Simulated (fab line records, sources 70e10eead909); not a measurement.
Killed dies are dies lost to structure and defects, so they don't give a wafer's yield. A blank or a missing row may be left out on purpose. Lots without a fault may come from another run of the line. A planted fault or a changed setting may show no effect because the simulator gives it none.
Chamber matching | flow nand_harc | NHARC_A_ZERO_WELL_DESCUM_12 on rie_diel-04: 4 sister chambers
The step chemistry O2, time 3 s. 42 wafers are shown with their chamber, then 12 later ones without.

WAFERS WITH THEIR CHAMBER
wafer  | chamber | oes_product_au (a.u.) | rf_vpp_V (V) | throttle_valve_pct (%)
L075.1 | 0       | 0.994                 | 57.4         | 11.313
L075.2 | 1       | 0.992                 | 57.5         | 11.306
L075.4 | 3       | 1.004                 | 56.0         | 11.316
L074.1 | 0       | 0.999                 | 56.8         | 11.312
L074.3 | 1       | 0.995                 | 56.9         | 11.313
L074.4 | 3       | 1.010                 | 58.4         | 11.308
L077.1 | 1       | 0.993                 | 57.7         | 11.310
L077.3 | 3       | 0.997                 | 58.4         | 11.320
L077.4 | 0       | 1.004                 | 56.5         | 11.301
L079.3 | 0       | 1.008                 | 58.2         | 11.296
L079.4 | 3       | 0.991                 | 58.3         | 11.307
L079.6 | 3       | 0.994                 | 58.8         | 11.299
L081.1 | 1       | 0.992                 | 57.5         | 11.308
L081.2 | 3       | 0.997                 | 57.2         | 11.314
L081.5 | 1       | 0.999                 | 58.5         | 11.318
L082.2 | 0       | 1.012                 | 56.8         | 11.321
L082.3 | 3       | 1.010                 | 58.6         | 11.303
L082.5 | 3       | 1.000                 | 58.2         | 11.320
L083.1 | 0       | 1.009                 | 57.8         | 11.293
L083.3 | 2       | 1.003                 | 56.3         | 11.308
L083.5 | 2       | 1.002                 | 57.4         | 11.314
L084.2 | 0       | 1.006                 | 57.6         | 11.307
L084.3 | 2       | 0.996                 | 58.5         | 11.309
L084.6 | 0       | 1.011                 | 54.9         | 11.317
L085.2 | 1       | 0.999                 | 58.0         | 11.305
L085.3 | 2       | 1.004                 | 58.3         | 11.316
L085.6 | 3       | 1.007                 | 57.6         | 11.309
L086.1 | 0       | 1.012                 | 56.4         | 11.304
L086.5 | 0       | 1.007                 | 57.4         | 11.317
L086.6 | 3       | 1.007                 | 56.0         | 11.307
L087.1 | 1       | 1.002                 | 57.7         | 11.318
L087.2 | 3       | 0.998                 | 57.7         | 11.327
L087.5 | 3       | 1.000                 | 57.1         | 11.301
L090.2 | 0       | 1.001                 | 58.7         | 11.321
L090.3 | 1       | 0.994                 | 58.2         | 11.307
L090.5 | 2       | 1.003                 | 57.6         | 11.311
L091.3 | 2       | 1.006                 | 56.3         | 11.297
L091.5 | 1       | 1.000                 | 57.3         | 11.311
L091.6 | 2       | 0.994                 | 56.3         | 11.325
L092.2 | 1       | 0.995                 | 57.4         | 11.321
L092.4 | 3       | 0.997                 | 57.5         | 11.311
L092.5 | 1       | 0.987                 | 57.7         | 11.306

SIGNATURES (means of the wafers above)
reading            | chamber 0 | chamber 1 | chamber 2 | chamber 3 | scatter within a chamber
oes_product_au     | 1.00573   | 0.99527   | 1.00114   | 1.00092   | 0.00536
rf_vpp_V           | 57.136    | 57.673    | 57.243    | 57.677    | 0.859
throttle_valve_pct | 11.30927  | 11.31118  | 11.31143  | 11.31092  | 0.00813
Rule: a wafer's distance from a chamber is the root of the sum, over the readings, of the square of ((its reading less the chamber's mean) divided by the reading's scatter). The wafer belongs to the nearest chamber; if the next one is less than 2 further off, it can't be placed. The scatter: the root of (the sum of the squares of (reading less its chamber's mean) over the shown wafers, divided by (wafers less chambers)).

WAFERS WITHOUT THEIR CHAMBER
wafer  | oes_product_au (a.u.) | rf_vpp_V (V) | throttle_valve_pct (%)
L093.2 | 1.001                 | 57.4         | 11.320
L093.4 | 1.005                 | 58.3         | 11.310
L093.6 | 1.011                 | 56.9         | 11.299
L094.3 | 0.983                 | 57.6         | 11.306
L094.4 | 1.004                 | 57.9         | 11.321
L094.5 | 0.998                 | 58.4         | 11.326
L095.3 | 0.989                 | 56.7         | 11.311
L095.4 | 0.998                 | 54.8         | 11.299
L095.6 | 0.990                 | 55.8         | 11.310
L095.1 | 0.989                 | 57.1         | 11.299
L095.2 | 0.997                 | 58.1         | 11.302
L095.5 | 0.990                 | 59.1         | 11.306

WHICH CHAMBER EACH WENT THROUGH
wafer  | from the rows above               | in truth
L093.2 | can't be placed: 2 or 3 or 1 or 0 | 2
L093.4 | can't be placed: 3 or 0 or 2 or 1 | 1
L093.6 | can't be placed: 0 or 2 or 3 or 1 | 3
L094.3 | can't be placed: 1 or 3 or 2 or 0 | 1
L094.4 | can't be placed: 3 or 2 or 0 or 1 | 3
L094.5 | can't be placed: 1 or 3 or 2 or 0 | 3
L095.3 | can't be placed: 1 or 2 or 3 or 0 | 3
L095.4 | can't be placed: 2 or 0 or 3 or 1 | 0
L095.6 | can't be placed: 1 or 2 or 3 or 0 | 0
L095.1 | can't be placed: 1 or 2 or 3 or 0 | 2
L095.2 | can't be placed: 1 or 3 or 2 or 0 | 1
L095.5 | can't be placed: 1 or 3 or 2 or 0 | 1
Placed correctly: 0 of 12. Can't be placed from these rows: 12 (the true chamber is among the candidates in 12). Placed wrongly: 0.
